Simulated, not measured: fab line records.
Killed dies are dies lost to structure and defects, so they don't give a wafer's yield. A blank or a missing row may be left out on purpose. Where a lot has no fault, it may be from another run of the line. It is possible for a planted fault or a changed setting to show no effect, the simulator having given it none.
Matching of chambers    flow n5 finfet    ald metal-04 running N5_BEOL_M4_ALD_84: 4 sister chambers
The step deposits TaN, pulse time 2 s, purge time 3 s, co reactant purge time 2 s. 8 wafers are shown with their chamber, then 7 later ones without.

WAFERS, EACH WITH ITS CHAMBER
wafer   chamber  heater power w (W)  chamber pressure Torr (Torr)
L074.1  0        393                 2.996
L076.3  2        494                 3.002
L076.5  2        491                 3.002
L079.4  0        385                 2.996
L081.1  1        475                 2.990
L081.5  3        372                 3.003
L082.2  1        475                 3.016
L082.4  3        367                 3.007

WAFERS MISSING THEIR CHAMBER
wafer   heater power w (W)  chamber pressure Torr (Torr)
L082.5  391                 3.001
L084.1  391                 3.010
L084.4  462                 3.006
L084.5  491                 3.007
L088.1  359                 2.994
L088.2  381                 2.994
L088.3  463                 3.000

CHAMBER TAKEN BY EACH
wafer   from the rows above      in truth
L082.5  0                        0
L084.1  0                        0
L084.4  1                        1
L084.5  2                        2
L088.1  3                        3
L088.2  can't be placed: 0 or 3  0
L088.3  1                        1
Correctly placed: 6 of 7. Unplaceable from these rows: 1, with the true chamber sitting among the candidates in 1. Wrongly placed: 0.
How it was worked out, from the rows above alone: a wafer's distance from a chamber is the root of the sum, over the readings, of the square of ((its reading less the chamber's mean) divided by the reading's scatter). If the next closest chamber is less than 2 further off than the closest, the wafer can't be placed; otherwise it belongs to the closest. A chamber's mean is the mean of its shown wafers. The scatter: the root of (the sum of the squares of (reading less its chamber's mean) over the shown wafers, divided by (wafers less chambers)).
